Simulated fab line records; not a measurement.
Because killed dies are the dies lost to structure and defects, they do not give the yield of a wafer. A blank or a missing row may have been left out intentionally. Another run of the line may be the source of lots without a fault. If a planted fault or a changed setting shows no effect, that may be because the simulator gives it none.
Matching of chambers / flow n5_finfet / 4 sister chambers for N5_SD_EPI_P_ETCHBACK_46 on rie_diel-06
The step etches SiNx in CH3F/O2, stops on SiO2, target depth 17.5 nm. 8 wafers are shown with their chamber, then 9 later ones without.

## WAFERS PAIRED WITH THEIR CHAMBERS
wafer=L080.1; chamber=2; showerhead_plenum_p_Torr (Torr)=1.97; drypump_motor_current_A (A)=5.9
wafer=L080.2; chamber=3; showerhead_plenum_p_Torr (Torr)=2.08; drypump_motor_current_A (A)=6.6
wafer=L080.4; chamber=1; showerhead_plenum_p_Torr (Torr)=2.12; drypump_motor_current_A (A)=6.6
wafer=L083.1; chamber=1; showerhead_plenum_p_Torr (Torr)=2.12; drypump_motor_current_A (A)=6.5
wafer=L083.2; chamber=2; showerhead_plenum_p_Torr (Torr)=1.96; drypump_motor_current_A (A)=5.9
wafer=L085.2; chamber=3; showerhead_plenum_p_Torr (Torr)=2.08; drypump_motor_current_A (A)=6.5
wafer=L085.3; chamber=0; showerhead_plenum_p_Torr (Torr)=1.92; drypump_motor_current_A (A)=5.1
wafer=L085.6; chamber=0; showerhead_plenum_p_Torr (Torr)=1.92; drypump_motor_current_A (A)=5.1

## WAFERS WITH NO CHAMBER GIVEN
wafer=L086.2; showerhead_plenum_p_Torr (Torr)=1.91; drypump_motor_current_A (A)=5.1
wafer=L086.3; showerhead_plenum_p_Torr (Torr)=2.08; drypump_motor_current_A (A)=6.5
wafer=L086.4; showerhead_plenum_p_Torr (Torr)=2.12; drypump_motor_current_A (A)=6.6
wafer=L092.1; showerhead_plenum_p_Torr (Torr)=1.91; drypump_motor_current_A (A)=5.1
wafer=L092.2; showerhead_plenum_p_Torr (Torr)=1.96; drypump_motor_current_A (A)=5.9
wafer=L092.5; showerhead_plenum_p_Torr (Torr)=2.07; drypump_motor_current_A (A)=6.5
wafer=L094.2; showerhead_plenum_p_Torr (Torr)=1.96; drypump_motor_current_A (A)=5.9
wafer=L094.5; showerhead_plenum_p_Torr (Torr)=2.07; drypump_motor_current_A (A)=6.5
wafer=L094.6; showerhead_plenum_p_Torr (Torr)=1.96; drypump_motor_current_A (A)=5.9

## THE CHAMBER EACH PASSED THROUGH
wafer=L086.2; from the rows above=0; in truth=0
wafer=L086.3; from the rows above=3; in truth=3
wafer=L086.4; from the rows above=1; in truth=1
wafer=L092.1; from the rows above=0; in truth=0
wafer=L092.2; from the rows above=2; in truth=2
wafer=L092.5; from the rows above=3; in truth=3
wafer=L094.2; from the rows above=2; in truth=2
wafer=L094.5; from the rows above=3; in truth=3
wafer=L094.6; from the rows above=2; in truth=2
Correctly placed: 9 of 9. Number that these rows cannot place: 0. 0 placed wrongly.
How it was worked out, from the rows above alone: a wafer's distance from a chamber is the root of the sum, over the readings, of the square of ((its reading less the chamber's mean) divided by the reading's scatter). The wafer belongs to the nearest chamber; if the next one is less than 2 further off, it can't be placed. The mean given for a chamber averages the wafers shown for that chamber. The scatter: take each reading less its chamber's mean, square it, sum over the shown wafers, divide by the number of wafers less the number of chambers, and take the root.
